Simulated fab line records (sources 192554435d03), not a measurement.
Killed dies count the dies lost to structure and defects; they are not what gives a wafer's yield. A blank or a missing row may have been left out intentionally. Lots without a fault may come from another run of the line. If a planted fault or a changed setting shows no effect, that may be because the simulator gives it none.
Problem report, 8D (eight disciplines) form, completed by code    flow n5 finfet    the parts of the form that need people (team, actions taken, sign-off) are left out

1. WHAT IS WRONG
Wafers without a fault read 37.9 nm, standard deviation 0.49; thk nm at N5_FIN_SAQP_THK_MEAS_05 reads a mean of 31.5 nm on 2 wafers belonging to 2 lots. Relative to the usual mean, that is a shift of -13 standard deviations.
The first sign was on wafer L370.2 at day 6 02:54, on film metro-02. At this step, 30 wafers from 10 lots have a number in the record. Rule for "out" (also "out of limits"): further than 4 standard deviations from the usual mean. The rest of the wafers with a number are treated as sound.

2. WHAT IT IS, AND WHAT IT ISN'T
question                     is                is not
which readings at this step  thk nm            -
which lots                   L370, L371        L354, L355, L358, L361, L363, L365, L372, L374
which wafers of those lots   L370.2, L371.2    L370.3, L370.6, L371.1, L371.5
read on which gauges         film metro-02     film metro-01
when                         from day 6 02:54  up to then (20 sound wafers); but 8 sound wafers of L371, L372, L374 came after

3. SUSPECTS, AND WHAT RULES EACH OUT
Counting: any tool at a process step up to the reading remains a suspect provided it ran every lot that is out. Sound lots after the first of them don't rule it out here, since some wafers of a struck lot are sound.
- the gauge at N5_FIN_SAQP_THK_MEAS_05 has been ruled out. All the wafers that are out were read on film metro-02, but those of them that N5_FIN_SAQP_HM_OPEN_33 has rows for are out there too, on other tools.
- pecvd-01 at N5_FIN_SAQP_HM_DEP_03 (deposits SiNx from SiH4/NH3/N2, target thk 38 nm, time 33.6 s): kept. It processed each lot that is out (first: L370, day 6 02:49); up to then, its last sound lot is L365 (day 4 20:21).
- In pecvd-01 at N5_FIN_SAQP_HM_DEP_03, the wafers that are out were processed in chamber 0 and their sound lot-mates in chambers 1, 2.
Remaining after the count: pecvd-01 at N5_FIN_SAQP_HM_DEP_03.

4. THE CAUSE (what the simulator had put in)
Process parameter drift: pecvd-01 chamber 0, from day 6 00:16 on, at N5_FIN_SAQP_HM_DEP_03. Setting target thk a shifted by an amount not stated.
This tool alone remained once counting was done.

5. SEQUENCE OF EFFECTS, ordered by route
Each row: a reading whose mean over the struck wafers that have a number lies more than 3 standard deviations from the usual. Only readings whose record carries a usual standard deviation are examined. hours: median over the lots of the time between each lot's start at the first step of this table that gives one and its start at this step. sigmas: the change, counted in usual standard deviations.
hours  step                     reading            usual    on struck wafers  change  sigmas
0      N5_FIN_SAQP_THK_MEAS_05  thk nm             37.9 nm  31.5              -6.4    -13
4      N5_FIN_SAQP_HM_OPEN_33   etch rf on time s  69.2 s   56.6              -12.6   -11
Process steps it contains:
- N5_FIN_SAQP_HM_OPEN_33: chemistry CH3F/O2, target SiNx, target depth 49.4 nm, time 70.6 s.
Later measuring or inspecting steps at which every struck wafer that the step has a row for has a number for every such reading, and none has moved that far: N5_FIN_SAQP_OVL_MEAS_17.

6. HOW IT WOULD HAVE BEEN CAUGHT EARLIER
Counted from the fault's start at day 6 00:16, it took 3 hours until the first out-of-limits reading at a measuring or inspecting step in this record, taken at day 6 02:54.
An alarm limit of 4 standard deviations would not have fired on the tool readings at N5_FIN_SAQP_HM_DEP_03 for which the record gives a usual standard deviation, since none of them was out on any struck wafer.
Of the lots that are out (2), L371 began N5_FIN_SAQP_HM_DEP_03 on pecvd-01 after day 6 02:54. Holding the tool at that time would have saved it.
